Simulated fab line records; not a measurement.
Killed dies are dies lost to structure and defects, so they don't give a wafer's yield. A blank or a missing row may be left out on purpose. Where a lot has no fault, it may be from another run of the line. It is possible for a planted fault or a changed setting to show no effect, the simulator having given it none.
Matching of chambers | flow n5_finfet | N5_GATE_CUT_DESCUM_18 on rie_diel-01 has 4 sister chambers
The step chemistry O2, time 7 s. 4 wafers are shown with their chamber, then 9 later ones without.

## WAFERS PAIRED WITH THEIR CHAMBERS
wafer  | chamber | showerhead_plenum_p_Torr (Torr)
L084.4 | 1       | 2.19
L085.1 | 2       | 2.14
L085.3 | 0       | 2.14
L085.6 | 3       | 2.03

## WAFERS MISSING THEIR CHAMBER
wafer  | showerhead_plenum_p_Torr (Torr)
L089.1 | 2.14
L089.3 | 2.14
L089.4 | 2.03
L096.1 | 2.14
L096.2 | 2.02
L096.4 | 2.14
L097.3 | 2.14
L097.5 | 2.14
L097.6 | 2.18

## WHICH CHAMBER EACH ONE RAN IN
wafer  | from the rows above     | in truth
L089.1 | can't be placed: 0 or 2 | 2
L089.3 | can't be placed: 0 or 2 | 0
L089.4 | 3                       | 3
L096.1 | can't be placed: 0 or 2 | 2
L096.2 | 3                       | 3
L096.4 | can't be placed: 0 or 2 | 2
L097.3 | can't be placed: 0 or 2 | 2
L097.5 | can't be placed: 0 or 2 | 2
L097.6 | 1                       | 1
Placed correctly: 3 of 9. These rows do not allow placing 6 (true chamber among the candidates in 6). Wrongly placed: 0.
How it was worked out, from the rows above alone: a wafer's distance from a chamber is the root of the sum, over the readings, of the square of ((its reading less the chamber's mean) divided by the reading's scatter). The wafer belongs to the nearest chamber; if the next one is less than 2 further off, it can't be placed. The mean given for a chamber averages the wafers shown for that chamber. The scatter (one wafer shown for each chamber): square how far every hidden wafer sits from the nearest shown wafer, average those squares and take the square root.
